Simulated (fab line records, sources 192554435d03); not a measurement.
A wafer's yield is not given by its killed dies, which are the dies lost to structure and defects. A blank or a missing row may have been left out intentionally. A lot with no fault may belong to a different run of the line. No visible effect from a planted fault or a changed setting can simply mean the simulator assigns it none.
What tool caused it?	flow n5Finfet	Sampling: 11 lots, 31 wafers, 3 of 1938 route steps

## WHAT EACH GAUGE READ, for each wafer
N5_BEOL_M5_CD_MEAS_35: target cd 28 nm, target cd y 24 nm.
lot	measured	on	cdNm (nm)
L333	day 7 16:46	cdSem-03	28.17 28.41 28.20
L334	day 8 13:25	cdSem-01	27.50 27.98 28.09
L336	day 8 20:37	cdSem-03	28.03 28.40 28.38
L337	day 8 23:40	cdSem-02	28.75 28.58 28.16
L338	day 9 08:25	cdSem-01	28.30 28.26 28.22
L340	day 10 00:43	cdSem-01	27.97 28.28 28.54
L342	day 10 03:22	cdSem-01	28.42 28.43 28.39
L344	day 10 16:18	cdSem-01	28.33 28.27 28.47
L347	day 11 21:16	cdSem-01	28.20 28.16
L350	day 12 10:42	cdSem-02	28.06 27.88
L355	day 13 13:12	cdSem-01	28.40 28.21 28.41

## WHICH TOOL RAN EACH LOT (tool, then ch and the chambers of the sampled wafers, then the start)
lot	N5_BEOL_M5_ETCH_41	N5_BEOL_M5_STRIP_91
L333	rieDiel-03 ch 0,1,3, day 7 16:46 or earlier	rieDiel-03 ch 0,1,3, day 7 16:46 or earlier
L334	rieDiel-03 ch 0,2, day 8 13:25 or earlier	rieDiel-03 ch 0,2, day 8 13:25 or earlier
L336	rieDiel-02 ch 0,1, day 8 20:37 or earlier	rieDiel-02 ch 0,1, day 8 20:37 or earlier
L337	rieDiel-03 ch 1,2, day 8 23:40 or earlier	rieDiel-03 ch 1,2, day 8 23:40 or earlier
L338	rieDiel-06 ch 0,2, day 9 08:25 or earlier	rieDiel-06 ch 0,2, day 9 08:25 or earlier
L340	rieDiel-03 ch 0,1,3, day 10 00:43 or earlier	rieDiel-03 ch 0,1,3, day 10 00:43 or earlier
L342	rieDiel-02 ch 0,2,3, day 10 03:22 or earlier	rieDiel-02 ch 0,2,3, day 10 03:22 or earlier
L344	rieDiel-03 ch 1,2, day 10 16:18 or earlier	rieDiel-03 ch 1,2, day 10 16:18 or earlier
L347	rieDiel-06 ch 2, day 11 21:16 or earlier	rieDiel-06 ch 2, day 11 21:16 or earlier
L350	rieDiel-02 ch 2,3, day 12 10:42 or earlier	rieDiel-02 ch 2,3, day 12 10:42 or earlier
L355	rieDiel-02 ch 1,2, day 13 13:12 or earlier	rieDiel-02 ch 1,2, day 13 13:12 or earlier
- N5_BEOL_M5_ETCH_41: etches SiCN in CH3F/O2, target depth 31.5 nm, time 56.7 s.
- N5_BEOL_M5_STRIP_91: strips in N2/H2, time 10 s.

## THE ANSWER, worked out from the rows above alone
Rule: the lots themselves supply what counts as usual. The widest of any qualifying gaps counts: lots, ordered by their means at a reading, are off when they make up no more than a third of the lots, leave a main group of 4 or more, and stand apart from it by 3 or more times the standard deviation of that group's means. If all means in a main group match to the digits the tables above print for the reading, that group is not used. Also off: a lot with no number at a reading for which 4 or more lots have one. Any other lot the step has rows for is counted as sound.
No lot is off on any of the readings shown, so nothing can be concluded from this.

## WHAT HAD BEEN PUT IN BY THE SIMULATOR
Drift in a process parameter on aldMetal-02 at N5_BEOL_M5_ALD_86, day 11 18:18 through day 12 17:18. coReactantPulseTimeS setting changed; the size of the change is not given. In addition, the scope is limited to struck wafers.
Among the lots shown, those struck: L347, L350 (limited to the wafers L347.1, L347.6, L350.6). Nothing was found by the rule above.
